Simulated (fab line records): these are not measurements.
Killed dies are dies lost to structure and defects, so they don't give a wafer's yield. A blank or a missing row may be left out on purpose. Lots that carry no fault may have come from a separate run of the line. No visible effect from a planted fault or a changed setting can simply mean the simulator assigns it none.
Struck lot and sound lot, side by side / flow n5_finfet / 16 out of 1938 route steps
Sound: wafers L846.2, L846.3, L846.4. Struck: wafer L854.4. (L854.5 of the same lot was not struck and is left out.) The cause comes at the end.
For every step that has rows: the tool of each side, followed by ch and its chambers, followed by its first start. Under that, the readings that differ: sound wafers / struck wafers / difference of the means / sigmas: that difference in standard deviations of wafers without a fault.
alike: a reading whose means differ by less than 2 such deviations, as well as words and numbers matching on both sides. not compared: withheld readings; readings where some wafer has no value; bounds like >300 that might hide an equal value; numbers whose values overlap and for which the record gives no deviation.
A row with sigmas, a row that says differs or no value, or rows on one side alone: a step with any of these is where the two part. When numbers do not overlap yet have no deviation, they are printed without sigmas and do not part them. A reading missing from all wafers of one side parts the sides only when that side holds two or more wafers.

first, 1 step without rows for these wafers: N5_BEOL_M3_SPUTTER_90 (material Cu, target thk 4.5 nm, time 8.29 s).
N5_BEOL_M3_ANNEAL_91: time 240 s.
  sound: pvd_sputter-03 at day 8 09:55; struck: pvd_sputter-01 at day 10 11:46
  alike: heater_power_w
N5_BEOL_M3_SPUTTER_92: material Cu, target thk 4.5 nm, time 8.29 s.
  sound: pvd_sputter-03 at day 8 10:04; struck: pvd_sputter-01 at day 10 11:55
  alike: throttle_valve_pct
then, 3 steps without rows for these wafers: N5_BEOL_M3_ANNEAL_93 (time 240 s); N5_BEOL_M3_SPUTTER_94 (material Cu, target thk 4.5 nm, time 8.29 s); N5_BEOL_M3_ANNEAL_95 (time 240 s).
N5_BEOL_M3_SPUTTER_96: material Cu, target thk 4.5 nm, time 8.29 s.
  sound: pvd_sputter-03 at day 8 10:30; struck: pvd_sputter-01 at day 10 12:21
  alike: throttle_valve_pct
then, 2 steps without rows for these wafers: N5_BEOL_M3_ECD_50 (material Cu, target thk 300 nm); N5_BEOL_M3_ANNEAL_51 (time 90 s).
N5_BEOL_M3_CMP_52: polishes, stops on SiOC, t overpolish 6.8 s, target thk 40 nm.
  sound on cmp-03 ch 0,1,3, day 8 10:59; struck on cmp-01 ch 0, day 10 12:53
reading=barrier_field_endpoint_s (s); sound=23.8 24.1 23.8; struck=25.0; difference=+1.1; sigmas=+2
  alike: clearing_platen_down_force_psi, motor_current_A, overpolish_run_s, slurry_flow_ml_min, time_to_endpoint_s
N5_BEOL_M3_THK_MEAS_53: measures by xrf.
  sound: film_metro-02 at day 8 11:17; struck: film_metro-02 at day 10 13:08
  alike: M3_THK
N5_BEOL_M3_PRE_CLEAN_60: time 15 s.
  sound on cvd_co-01 ch 0,1,2, day 8 11:19; struck on cvd_co-02 ch 2, day 10 13:12
  alike: heater_power_w
N5_BEOL_M3_CO_CAP_55: material Co, precursor CCTBA/H2, target thk 2 nm, time 102.1 s.
  sound on cvd_co-01 ch 0,1,2, day 8 11:22; struck on cvd_co-02 ch 2, day 10 13:15
reading=run_length_s (s); sound=125.1 125.0 124.7; struck=85.2; difference=-39.7; sigmas=-99 or more
reading=model.Co_of_BEOL_M3_CO_CAP_55.thk_nm (nm); sound=2 2 2; struck=1.2; difference=-0.8; sigmas=
  alike: heater_power_w
then, 1 step without rows for these wafers: N5_BEOL_M3_PRE_CLEAN_56 (time 15 s).
N5_BEOL_M4_RC_MEAS_101:
  sound on prober-01 ch 0, day 8 23:43; struck on prober-02 ch 0, day 11 08:13
  alike: DIBL_N, DIBL_P, IOFF_N, IOFF_P, ION_N, ION_P, SS_N, SS_P, VT_N, VT_P
next, for these wafers, 1 step has no rows: N5_PASSIVATION_PROBE_49.

== WHERE THEY PART ==
Earliest at N5_BEOL_M3_CMP_52; latest, in this record, at N5_BEOL_M3_CO_CAP_55. Later steps at which nothing parts them and some readings are alike: N5_BEOL_M4_RC_MEAS_101.

WHY: what the simulator had put in
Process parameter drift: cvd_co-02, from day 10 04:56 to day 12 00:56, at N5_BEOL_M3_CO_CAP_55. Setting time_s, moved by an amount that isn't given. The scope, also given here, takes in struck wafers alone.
